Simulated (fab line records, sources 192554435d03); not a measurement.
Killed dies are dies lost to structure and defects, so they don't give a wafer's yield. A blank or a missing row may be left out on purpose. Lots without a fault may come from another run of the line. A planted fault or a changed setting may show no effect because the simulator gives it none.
fab line records | flow n5_finfet
record lots=9 wafers=27 last_day=17
route steps=1938 shown BEOL_M4@1111 BEOL_M6@1239 PASSIVATION@1936
lots that met no fault: from a run of the same line without faults
start_h: hours from the record's first day to the start of the lot's first wafer shown | wait_h: hours since the lot's step before | " the same as in the row above | L1.1+2: a row that stands for several wafers | - no value, or no start given | * or withheld: withheld | < > ~ a bound
route shown NAME@n: a module of which the file shows steps, and the number in the route of the first | usual: mean/standard deviation of fault-free wafers | same: alike in all rows | chamber/n: place in a boat | sites: the reading at each site | _std_site: their standard deviation | _edge_site: outer sites' mean less inner sites' | radius_mm: how far each site lies from the wafer's centre | mask NAME#n: copy n | behind: the tool/chamber that last shaped the wafer | hold: why the lot was held/for how many hours/how that ended | device: the transistor (n, p or np) that didn't switch | end of line: the same wafers' tests at the end of the route | a step without rows: its recipe alone | killed: dies lost to structure and defects at the first sort, not the wafer's yield | map: a wafer's dies, x killed, . not, _ none there
set.NAME: the setting as run; set.NAME@STEP: as run at that earlier step | model.NAME: the simulator's own value behind a step, which no gauge read
steps of the route over a sample of lots; a table a step, a row a wafer
services: from which hour (start_h, from the record's first day; less than 0 if before it) a tool's chamber was out of use, for how many hours, and why
## steps
# step N5_BEOL_M4_RC_MEAS_101
# usual DIBL_N=36.3/1.4 DIBL_P=36.2/1.5 IOFF_N=0.160/0.021 IOFF_P=0.211/0.027 ION_N=676/7.7 ION_P=463/5.5 SS_N=71.4/0.57 SS_P=73.3/0.58 VT_N=249.3/2.5 VT_P=-250.1/2.6
# columns lot.wafer tool chamber start_h wait_h DIBL_N[mV/V] DIBL_P[mV/V] IOFF_N[nA/um] IOFF_P[nA/um] ION_N[uA/um] ION_P[uA/um] SS_N[mV/dec] SS_P[mV/dec] VT_N[mV] VT_P[mV]
L607.1 prober-01 0 181.54 0.0 38.2 38.3 0.174 0.251 683 471 72.4 73.7 248.6 -245.4
L607.4 " 0 " " 37.7 36.9 0.154 0.215 675 464 72.0 73.3 250.5 -246.7
L607.5 " 0 " " 39.7 38.2 0.195 0.248 675 465 72.0 73.9 248.5 -249.7
L608.3 prober-01 0 186.48 0.3 34.7 35.4 0.147 0.193 674 461 70.8 72.1 249.7 -250.8
L608.5 " 0 " " 35.4 35.5 0.154 0.193 673 457 71.6 73.2 250.8 -250.3
L608.6 " 0 " " 35.9 36.0 0.162 0.212 676 463 71.6 72.9 249.0 -249.7
L614.1 prober-01 0 217.77 0.0 35.9 37.6 0.178 0.229 687 463 71.1 73.7 248.4 -251.9
L614.4 " 0 " " 35.3 36.3 0.157 0.213 672 461 70.7 73.3 251.2 -250.3
L614.6 " 0 " " 35.4 35.6 0.154 0.201 679 461 70.4 73.0 248.0 -248.6
L617.3 prober-01 0 238.67 0.3 34.4 35.3 0.131 0.202 670 464 71.1 72.9 252.5 -251.6
L617.5 " 0 " " 36.0 37.7 0.168 0.234 674 470 71.9 74.5 247.5 -246.9
L617.6 " 0 " " 35.0 35.8 0.136 0.205 660 456 71.7 73.6 252.5 -250.2
L618.1 prober-02 0 246.32 0.0 36.0 36.1 0.147 0.180 659 455 72.1 73.0 251.5 -253.5
L618.5 " 0 " " 37.8 38.2 0.174 0.200 682 460 71.9 74.3 248.3 -251.7
L618.6 " 0 " " 36.2 35.8 0.149 0.172 663 446 71.4 72.8 252.0 -255.1
L625.1 prober-02 0 276.11 0.0 35.1 33.6 0.140 0.178 667 459 70.2 72.8 251.3 -250.3
L625.5 " 0 " " 35.0 34.5 0.153 0.185 680 460 71.4 73.0 246.7 -255.1
L625.6 " 0 " " 34.2 33.2 0.135 0.174 668 455 70.4 72.7 249.4 -253.7
L624.2 prober-02 0 283.61 0.2 35.0 34.3 0.146 0.194 679 467 70.6 72.6 249.2 -249.9
L624.4 " 0 " " 35.2 34.6 0.144 0.202 667 462 70.2 72.6 249.8 -249.2
L624.5 " 0 " " 38.0 37.7 0.191 0.251 679 467 70.8 73.4 243.9 -248.9
L626.1 prober-02 0 296.92 0.0 36.2 37.0 0.155 0.210 681 465 71.0 72.6 248.7 -248.2
L626.3 " 0 " " 33.3 34.4 0.112 0.168 667 460 70.5 72.3 252.3 -251.6
L626.4 " 0 " " 35.4 36.0 0.134 0.185 676 465 71.1 72.1 250.8 -252.4
L627.2 prober-01 0 300.78 0.2 36.7 38.9 0.172 0.245 678 468 71.2 73.8 248.6 -249.6
L627.4 " 0 " " 34.1 35.2 0.128 0.191 662 462 70.9 72.5 250.9 -248.4
L627.5 " 0 " " 34.5 36.2 0.141 0.199 671 461 70.6 73.5 251.8 -251.2
# step N5_BEOL_M6_TRENCH_ETCH_37
# recipe chemistry=C4F6/O2 target_depth_a=944.35 target=SiCOH_lowk time_s=31.5 ion_energy_ev=250 pressure_mtorr=30 source_w=345 bias_w=185 Ar_flow_sccm=300 C4F6_flow_sccm=10 O2_flow_sccm=10
# usual drypump_motor_current_A=5.8/0.41 mfc_ar_sccm=300.2/0.9 oes_o_777_au=0.80/0.075 oes_product_au=0.81/0.08 rf_vpp_V=667/6.6 showerhead_plenum_p_Torr=2.88/0.091 throttle_valve_pct=20.74/0.24
# columns lot.wafer tool chamber start_h wait_h drypump_motor_current_A mfc_ar_sccm oes_o_777_au oes_product_au rf_hours_counter_h rf_vpp_V showerhead_plenum_p_Torr throttle_valve_pct
L607.1 rie_diel-04 3 - - 5.6 299.2 0.92 0.93 16 670 2.91 20.55
L607.4 " 2 " " 5.9 299.4 0.80 0.81 101 672 2.87 21.10
L607.5 " 0 " " 5.4 299.4 0.84 0.87 - 683 2.89 20.85
L608.3 rie_diel-06 0 - - 5.9 300.4 0.73 0.72 163 657 2.84 20.73
L608.5 " 3 " " 6.6 299.9 0.68 0.68 - 663 2.69 20.58
L608.6 " 0 " " 5.9 299.7 0.73 0.72 - 656 2.84 20.72
L614.1 rie_diel-06 2 - - 5.6 300.0 0.74 0.75 173 661 2.73 20.96
L614.4 " 1 " " 6.4 301.0 0.84 0.84 - 666 2.99 20.83
L614.6 " 0 " " 5.9 299.3 0.73 0.72 - 657 2.83 20.74
L617.3 rie_diel-04 1 - - 6.0 300.1 0.83 0.82 85 670 2.88 20.57
L617.5 " 2 " " 5.9 301.6 0.78 0.79 - 669 2.86 21.12
L617.6 " 3 " " 5.6 301.3 0.88 0.89 - 672 2.90 20.59
L618.1 rie_diel-04 3 - - 5.6 301.7 0.86 0.88 39 671 2.90 20.61
L618.5 " 2 " " 5.9 300.5 0.77 0.78 - 671 2.86 21.15
L618.6 " 3 " " 5.6 301.0 0.87 0.89 - 670 2.90 20.60
L625.1 rie_diel-05 1 - - 5.7 299.5 0.70 0.71 183 674 2.95 20.78
L625.5 " 1 " " 5.7 301.1 0.70 0.70 - 672 2.95 20.77
L625.6 " 0 " " 5.1 299.6 0.83 0.83 - 665 3.00 20.97
L624.2 rie_diel-05 0 - - 5.1 301.0 0.82 0.83 64 665 3.00 20.98
L624.4 " 1 " " 5.7 301.6 0.70 0.70 186 673 2.95 20.78
L624.5 " 3 " " 5.9 299.3 0.89 0.90 - 669 2.79 20.74
L626.1 rie_diel-06 1 - - 6.4 300.3 0.81 0.80 108 664 2.98 20.87
L626.3 " 0 " " 5.9 298.3 0.71 0.70 201 657 2.82 20.80
L626.4 " 3 " " 6.6 300.0 0.91 0.92 21 675 3.01 20.24
L627.2 rie_diel-06 1 - - 6.4 301.1 0.81 0.82 109 664 2.98 20.86
L627.4 " 2 " " 5.6 300.0 0.72 0.73 200 661 2.71 21.00
L627.5 " 0 " " 5.9 298.9 0.71 0.70 - 655 2.82 20.80
# step N5_BEOL_M6_OCD_MEAS_38
# usual trench_depth_nm=94.6/1.3
# columns lot.wafer tool chamber start_h wait_h trench_depth_nm
L607.1 ocd-01 - 203.72 - 97.3
L607.4 " - " " 95.8
L607.5 " - " " 95.5
L608.3 ocd-01 - 204.24 - 93.9
L608.5 " - " " 93.3
L608.6 " - " " 93.5
L614.1 ocd-01 - 235.31 - 94.4
L614.4 " - " " 94.8
L614.6 " - " " 93.8
L617.3 ocd-01 - 254.52 - 97.1
L617.5 " - " " 96.4
L617.6 " - " " 97.7
L618.1 ocd-02 - 264.97 - 95.7
L618.5 " - " " 95.3
L618.6 " - " " 95.7
L625.1 ocd-01 - 294.52 - 94.8
L625.5 " - " " 93.5
L625.6 " - " " 94.6
L624.2 ocd-02 - 301.17 - 92.9
L624.4 " - " " 93.7
L624.5 " - " " 93.5
L626.1 ocd-01 - 317.15 - 93.2
L626.3 " - " " 93.0
L626.4 " - " " 94.8
L627.2 ocd-02 - 320.32 - 94.2
L627.4 " - " " 93.3
L627.5 " - " " 94.0
# step N5_BEOL_M6_CVD_78
# recipe material=Co target_thk_a=20 temp_c=withheld precursor=CCTBA/H2 pressure_torr=30 time_s=142.3
# usual chamber_pressure_Torr=29.99/0.066 run_length_s=165.1/0.59
# columns lot.wafer tool chamber start_h wait_h chamber_pressure_Torr run_length_s
L607.1 cvd_co-02 1 205.15 0.0 29.96 164.6
L607.4 " 1 " " 30.03 164.8
L607.5 " 0 " " 30.04 165.8
L608.3 cvd_co-02 2 205.40 0.0 29.97 165.2
L608.5 " 1 " " 30.01 164.4
L608.6 " 0 " " 30.06 166.5
L614.1 cvd_co-02 1 236.51 0.1 29.87 164.9
L614.4 " 0 " " 30.03 165.6
L614.6 " 2 " " 30.07 165.7
L617.3 cvd_co-02 2 255.93 0.1 - -
L617.5 " 1 " " - -
L617.6 " 0 " " - -
L618.1 cvd_co-02 2 266.09 0.1 - -
L618.5 " 0 " " - -
L618.6 " 1 " " - -
L625.1 cvd_co-02 0 296.00 0.0 30.08 165.7
L625.5 " 0 " " 30.07 165.5
L625.6 " 1 " " 30.00 164.7
L624.2 cvd_co-01 0 302.31 0.1 29.95 164.7
L624.4 " 0 " " 29.99 164.8
L624.5 " 1 " " 30.02 165.3
L626.1 cvd_co-02 2 318.34 0.2 30.11 166.1
L626.3 " 0 " " 29.90 165.8
L626.4 " 1 " " 29.98 164.4
L627.2 cvd_co-01 0 321.40 0.1 30.02 164.8
L627.4 " 0 " " 29.90 165.0
L627.5 " 2 " " 30.05 164.0
# step N5_BEOL_M6_ANNEAL_51
# recipe temp_c=225 time_s=90 ambient=N2
# usual wafer_temp_C_max=226.3/0.55
# columns lot.wafer tool chamber start_h wait_h wafer_temp_C_max
L607.1 rtp_anneal-02 0 205.69 0.3 226.4
L607.4 " 0 " " 226.4
L607.5 " 0 " " 226.2
L608.3 rtp_anneal-02 0 206.32 0.5 226.5
L608.5 " 0 " " 227.2
L608.6 " 0 " " 226.7
L614.1 rtp_anneal-02 0 237.26 0.5 226.0
L614.4 " 0 " " 227.0
L614.6 " 0 " " 226.8
L617.3 rtp_anneal-01 0 256.43 0.1 225.9
L617.5 " 0 " " 225.8
L617.6 " 0 " " 225.8
L618.1 rtp_anneal-01 0 266.56 0.1 225.7
L618.5 " 0 " " 226.1
L618.6 " 0 " " 226.0
L625.1 rtp_anneal-02 0 296.55 0.2 226.6
L625.5 " 0 " " 226.8
L625.6 " 0 " " 226.8
L624.2 rtp_anneal-01 0 303.10 0.5 225.7
L624.4 " 0 " " 225.7
L624.5 " 0 " " 225.7
L626.1 rtp_anneal-02 0 319.19 0.5 226.3
L626.3 " 0 " " 227.1
L626.4 " 0 " " 227.6
L627.2 rtp_anneal-02 0 322.23 0.5 226.4
L627.4 " 0 " " 227.1
L627.5 " 0 " " 227.0
# step N5_BEOL_M6_CMP_52
# recipe stop_on=SiCOH_lowk t_overpolish_s=6.9 down_force_psi=1 platen_rpm=50 clearing_platen_down_force_psi=1.5 clearing_platen_rpm=50 post_cmp_clean=cu_alkaline target_thk_nm=80 clearing_platen_pad_velocity_m_s=0.99484 pad_velocity_m_s=0.99484
# usual barrier_field_endpoint_s=28.9/0.67 clearing_platen_down_force_psi=1.500/0.0031 clearing_platen_rpm=50.001/0.027 motor_current_A=6.5/0.6
# columns lot.wafer tool chamber start_h wait_h barrier_field_endpoint_s clearing_platen_down_force_psi clearing_platen_rpm motor_current_A
L607.1 cmp-01 2 206.41 0.7 28.3 1.494 50.070 6.4
L607.4 " 0 " " 28.0 1.505 50.013 7.0
L607.5 " 3 " " 28.4 1.505 50.031 6.8
L608.3 cmp-01 2 206.86 0.5 28.8 1.498 50.003 6.5
L608.5 " 2 " " 28.6 1.498 49.988 6.6
L608.6 " 3 " " 28.2 1.499 49.962 6.6
L614.1 cmp-01 3 237.57 0.3 28.2 1.494 50.042 6.7
L614.4 " 0 " " 28.2 1.501 50.026 7.6
L614.6 " 3 " " 29.2 1.499 49.995 6.7
L617.3 cmp-04 3 256.65 0.2 25.8 1.502 50.006 6.5
L617.5 " 3 " " 26.0 1.499 49.965 6.9
L617.6 " 0 " " 26.5 1.498 49.996 5.3
L618.1 cmp-04 3 267.83 1.2 26.9 1.497 49.984 6.5
L618.6 " 0 " " 27.2 1.502 49.998 5.5
L618.5 " 1 " " 26.7 1.499 50.070 6.9
L625.1 cmp-01 2 296.96 0.4 28.9 1.504 49.990 6.5
L625.6 " 3 " " 29.7 1.499 49.995 6.8
L625.5 " 0 " " 29.4 1.496 50.024 7.8
L624.4 cmp-04 1 303.35 0.1 29.5 1.496 49.956 6.8
L624.2 " 0 " " 28.6 1.505 49.996 5.5
L624.5 " 2 " " 28.5 1.505 50.046 7.1
L626.1 cmp-04 0 319.52 0.3 28.9 1.501 49.983 5.1
L626.3 " 1 " " 30.1 1.499 49.972 7.2
L626.4 " 2 " " 30.5 1.501 50.037 7.0
L627.2 cmp-04 0 322.50 0.2 29.4 1.502 49.986 5.4
L627.4 " 2 " " 29.7 1.494 49.969 6.9
L627.5 " 0 " " 29.3 1.498 49.934 5.1
# step N5_PASSIVATION_PROBE_49
# usual defect_limited_yield=91.3/1.4 killed_at_M0_to_M3=34/10 killed_at_M4_up=13/4.8 killed_at_contacts=12/6.1 killed_at_front_end=40/11 killed_at_other=3.7/2.8 killed_dies=103/16 killed_on_rim=13/3.6 killed_open=67/12 killed_short=34/7.4 sort_bin_5_function=5.1/0.95 sort_bin_6_memory=3.2/0.62 sort_n_pass=1077/16 sort_yield_pct=91.3/1.4
# same gross_dies=1180 killed_at_back_side=0 sort_bin_4_leakage[%]=0 sort_bin_8_speed[%]=0
# columns lot.wafer tool chamber start_h wait_h defect_limited_yield[%] killed_at_M0_to_M3 killed_at_M4_up killed_at_contacts killed_at_front_end killed_at_other killed_dies killed_on_rim killed_open killed_short sort_bin_5_function[%] sort_bin_6_memory[%] sort_n_pass sort_yield_pct[%]
L614.1 prober-02 - 307.39 0.0 91.2 30 15 16 37 6 104 13 78 25 5.9 2.9 1076 91.2
L614.4 prober-02 - 307.54 0.2 94.1 28 10 5 24 3 70 15 40 28 3.4 2.0 1110 94.1
L614.6 prober-02 - 307.64 0.3 92.9 29 7 9 32 7 84 13 50 32 4.2 2.9 1096 92.9
L617.3 prober-02 - 337.36 0.1 12.1 33 955 8 38 3 1037 150 56 30 72.9 14.4 143 12.1
L617.5 prober-02 - 337.46 0.2 13.6 32 938 7 40 2 1019 151 63 23 72.1 13.6 161 13.6
L617.6 prober-02 - 337.51 0.3 13.6 22 962 1 30 4 1019 117 49 15 75.3 10.8 161 13.6
L618.1 prober-01 - 342.79 0.0 13.4 23 940 11 41 7 1022 151 60 31 73.3 13.0 158 13.4
L618.5 prober-01 - 342.99 0.2 12.4 31 971 3 21 8 1034 127 40 27 76.0 11.4 146 12.4
L618.6 prober-01 - 343.04 0.3 13.7 23 927 12 48 8 1018 152 73 27 72.8 13.2 162 13.7
L625.1 prober-01 - 382.43 0.0 91.6 26 26 14 31 2 99 18 69 27 4.4 3.8 1081 91.6
L624.4 prober-01 - 391.31 0.2 91.6 32 18 6 37 6 99 6 67 31 4.3 3.8 1081 91.6
# killed by level:class
L614.1 MOL_CONTACT_COAG:geometric_particle:open=12 BEOL_M1:geometric_particle:open=12 FIN_SAQP:geometric_particle:short=8 BEOL_M2:geometric_particle:open=8 GATE_CUT:geometric_particle:open=8 BEOL_M4:geometric_particle:open=7 PAD_METAL:geometric_particle:open=4 ILD0:geometric_particle:open=4
L614.4 BEOL_M1:geometric_particle:open=6 MOL_CONTACT_COAG:geometric_particle:open=5 BEOL_M2:geometric_particle:short=5 GATE_CUT:geometric_particle:short=4 GATE_CUT:geometric_particle:open=4 BEOL_M3:geometric_particle:open=4 FIN_SAQP:geometric_particle:short=3 BEOL_M0_SAQP:geometric_particle:short=3
L614.6 FIN_SAQP:geometric_particle:short=10 FIN_SAQP:geometric_particle:open=9 BEOL_M1:geometric_particle:open=7 MOL_CONTACT_COAG:geometric_particle:open=6 BEOL_M0_SAQP:geometric_particle:open=6 BEOL_M0_SAQP:geometric_particle:short=4 BEOL_M5:geometric_particle:open=4 ILD0:geometric_particle:open=3
L617.3 BEOL_M6:area_cvd=600 BEOL_M6:interface_void_opened=346 FIN_SAQP:geometric_particle:short=10 FIN_SAQP:geometric_particle:open=7 BEOL_M2:geometric_particle:open=7 MOL_CONTACT_COAG:geometric_particle:open=6 BEOL_M1:geometric_particle:open=5 ILD0:geometric_particle:open=4
L617.5 BEOL_M6:area_cvd=578 BEOL_M6:interface_void_opened=353 STI_FIN_REVEAL:geometric_particle:open=15 BEOL_M0_SAQP:geometric_particle:open=9 BEOL_M2:geometric_particle:open=7 FIN_SAQP:geometric_particle:open=6 MOL_CONTACT_COAG:geometric_particle:open=6 GATE_CUT:geometric_particle:open=4
L617.6 BEOL_M6:area_cvd=595 BEOL_M6:interface_void_opened=357 STI_FIN_REVEAL:geometric_particle:open=7 FIN_SAQP:geometric_particle:open=5 BEOL_M1:geometric_particle:open=5 BEOL_M0_SAQP:geometric_particle:open=4 BEOL_M0:geometric_particle:open=4 BEOL_M2:geometric_particle:open=4
L618.1 BEOL_M6:area_cvd=555 BEOL_M6:interface_void_opened=375 STI_FIN_REVEAL:geometric_particle:open=15 BEOL_M0_SAQP:geometric_particle:open=10 FIN_SAQP:geometric_particle:open=9 FIN_SAQP:geometric_particle:short=8 MOL_CONTACT_COAG:geometric_particle:open=7 BEOL_M0_SAQP:geometric_particle:short=7
L618.5 BEOL_M6:area_cvd=627 BEOL_M6:interface_void_opened=337 BEOL_M0_SAQP:geometric_particle:open=8 FIN_SAQP:geometric_particle:open=6 BEOL_M0_SAQP:geometric_particle:short=6 BEOL_M2:geometric_particle:short=5 BEOL_M2:geometric_particle:open=4 STI_FIN_REVEAL:geometric_particle:open=3
L618.6 BEOL_M6:area_cvd=573 BEOL_M6:interface_void_opened=344 FIN_SAQP:geometric_particle:open=14 STI_FIN_REVEAL:geometric_particle:open=13 FIN_SAQP:geometric_particle:short=11 MOL_CONTACT_COAG:geometric_particle:open=11 BEOL_M0_SAQP:geometric_particle:open=7 BEOL_M0_SAQP:geometric_particle:short=6
L625.1 MOL_CONTACT_COAG:geometric_particle:open=12 BEOL_M4:geometric_particle:open=10 BEOL_M0_SAQP:geometric_particle:open=10 DUMMY_GATE:geometric_particle:open=5 STI_FIN_REVEAL:geometric_particle:open=5 BEOL_M1:geometric_particle:open=5 FIN_SAQP:geometric_particle:short=3 GATE_CUT:geometric_particle:open=3
L624.4 BEOL_M0_SAQP:geometric_particle:open=11 BEOL_M4:geometric_particle:open=10 STI_FIN_REVEAL:geometric_particle:open=9 DUMMY_GATE:geometric_particle:open=7 BEOL_M3:geometric_particle:open=7 MOL_CONTACT_COAG:geometric_particle:open=6 BEOL_M0_SAQP:geometric_particle:short=6 FIN_SAQP:geometric_particle:short=5
## services
# columns tool chamber start_h hours kind
cmp-04 - 189.08 0.5 repair
cvd_co-02 - 191.70 1.9 repair
cmp-04 - 200.94 6.7 repair
rie_diel-06 3 228.27 - clean
rie_diel-06 3 228.27 - consumable_replace:focus_ring
rie_diel-06 3 228.27 - consumable_replace:showerhead
rie_diel-06 3 228.27 22.3 scheduled_down
rie_diel-06 3 228.27 22.3 vent_cycle
cmp-01 - 240.96 2.3 repair
cmp-01 - 251.52 6.1 repair
cvd_co-01 - 263.62 0.5 repair
cvd_co-01 - 273.90 6.9 pm
cvd_co-02 1 278.12 4.1 repair
cmp-01 - 288.57 4.0 pm
cvd_co-01 - 291.28 6.0 pm
cmp-01 - 292.57 - consumable_replace:conditioner
cmp-01 - 292.57 - consumable_replace:pad
cmp-04 - 295.51 4.1 repair
cmp-04 - 309.66 4.0 pm
cvd_co-02 - 311.75 5.6 repair
cmp-04 - 313.66 - consumable_replace:conditioner
cmp-04 - 313.66 - consumable_replace:pad
rie_diel-04 0 314.36 2.7 repair
cmp-01 - 317.58 0.9 repair
## key
first_sign step=N5_BEOL_M6_CVD_78 reading=tool_record direction=missing
effect step=N5_BEOL_M6_CMP_52 reading=barrier_field_endpoint_s direction=down sigmas=3.5 usual=28.9 struck=26.5
effect step=N5_PASSIVATION_PROBE_49 reading=killed_at_M4_up direction=up sigmas=99+ usual=13 struck=949
more_kills_born_at N5_BEOL_M6_CVD_78@cvd_co-02=3528
met_at N5_BEOL_M6_CVD_78
struck_lots L617,L618
later_rows_left_out L617.3,L617.5,L617.6,L618.1,L618.5,L618.6
not_acting_at N5_BEOL_M6_TRENCH_ETCH_37,N5_BEOL_M6_OCD_MEAS_38,N5_BEOL_M6_ANNEAL_51
onset_between 236.51 255.93
fault kind=skipped_step_whole tool=cvd_co-02 chamber=- onset_h=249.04 steps=N5_BEOL_M6_CVD_78 scope=struck_lots_only
# later_rows_left_out: the simulator's readings of these wafers behind a module that went badly wrong aren't trusted and aren't shown, but for the sort
